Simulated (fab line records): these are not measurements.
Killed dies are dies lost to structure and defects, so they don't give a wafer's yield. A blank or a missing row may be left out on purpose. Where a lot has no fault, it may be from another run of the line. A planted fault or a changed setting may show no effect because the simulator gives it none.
Matching of chambers -- flow n5Finfet -- 4 sister chambers for N5_FIN_SAQP_HM_OPEN_73 on rieDiel-05
The step chemistry CHF3/O2, target SiO2, stops on a-Si, target depth 12 nm, time 16.8 s. 8 wafers are shown with their chamber, then 7 later ones without.

## EACH WAFER AND ITS CHAMBER
wafer,chamber,rfVppV (V),drypumpMotorCurrentA (A)
L082.3,3,517,6.1
L083.3,2,544,5.9
L083.5,0,527,5.5
L085.3,3,518,6.1
L085.5,1,532,6.1
L085.6,0,526,5.6
L093.1,2,544,5.9
L093.4,1,532,6.0

## WAFERS WITH NO CHAMBER GIVEN
wafer,rfVppV (V),drypumpMotorCurrentA (A)
L093.6,545,5.9
L094.1,526,5.5
L094.5,544,5.9
L094.6,526,5.5
L096.1,527,5.6
L096.3,518,6.1
L096.6,527,5.6

## EACH ONE'S CHAMBER
wafer,from the rows above,in truth
L093.6,2,2
L094.1,0,0
L094.5,2,2
L094.6,0,0
L096.1,0,0
L096.3,3,3
L096.6,0,0
Placed correctly: 7 of 7. Can't be placed from these rows: 0. Placed wrongly: 0.
How it was worked out, from the rows above alone: a wafer's distance from a chamber is the root of the sum, over the readings, of the square of ((its reading less the chamber's mean) divided by the reading's scatter). If the next closest chamber is less than 2 further off than the closest, the wafer can't be placed; otherwise it belongs to the closest. A chamber's mean is the mean of its shown wafers. How the scatter is found: for the shown wafers, subtract from each reading the mean of its chamber, square and add these, divide the total by (wafers less chambers), then take the root.
